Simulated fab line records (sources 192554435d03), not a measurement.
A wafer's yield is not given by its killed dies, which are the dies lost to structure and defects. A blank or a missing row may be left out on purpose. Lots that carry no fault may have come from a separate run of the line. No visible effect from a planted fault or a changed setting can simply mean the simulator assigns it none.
Matching of chambers -- flow n5_finfet -- pecvd-02 running N5_BEOL_M0_SAQP_PECVD_03: 3 sister chambers
The step deposits SiCN from 3MS/NH3, target thk 12 nm, time 21.1 s. 3 wafers are shown with their chamber, then 7 later ones without.

== WAFERS, EACH WITH ITS CHAMBER ==
wafer,chamber,showerhead_plenum_p_Torr (Torr)
L079.2,1,3.648
L088.1,2,3.650
L088.5,0,3.672

== WAFERS MISSING THEIR CHAMBER ==
wafer,showerhead_plenum_p_Torr (Torr)
L088.6,3.657
L090.1,3.676
L090.3,3.642
L090.5,3.676
L094.3,3.644
L094.4,3.676
L094.6,3.652

== THE CHAMBER EACH PASSED THROUGH ==
wafer,from the rows above,in truth
L088.6,can't be placed: 2 or 1 or 0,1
L090.1,0,0
L090.3,can't be placed: 1 or 2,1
L090.5,0,0
L094.3,can't be placed: 1 or 2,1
L094.4,0,0
L094.6,can't be placed: 2 or 1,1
3 of 7 placed correctly. These rows do not allow placing 4 (true chamber among the candidates in 4). 0 placed wrongly.
How it was worked out, from the rows above alone: a wafer's distance from a chamber is the root of the sum, over the readings, of the square of ((its reading less the chamber's mean) divided by the reading's scatter). If the next closest chamber is less than 2 further off than the closest, the wafer can't be placed; otherwise it belongs to the closest. A chamber's mean is the mean of its shown wafers. The scatter (one wafer shown for each chamber): square how far every hidden wafer sits from the nearest shown wafer, average those squares and take the square root.
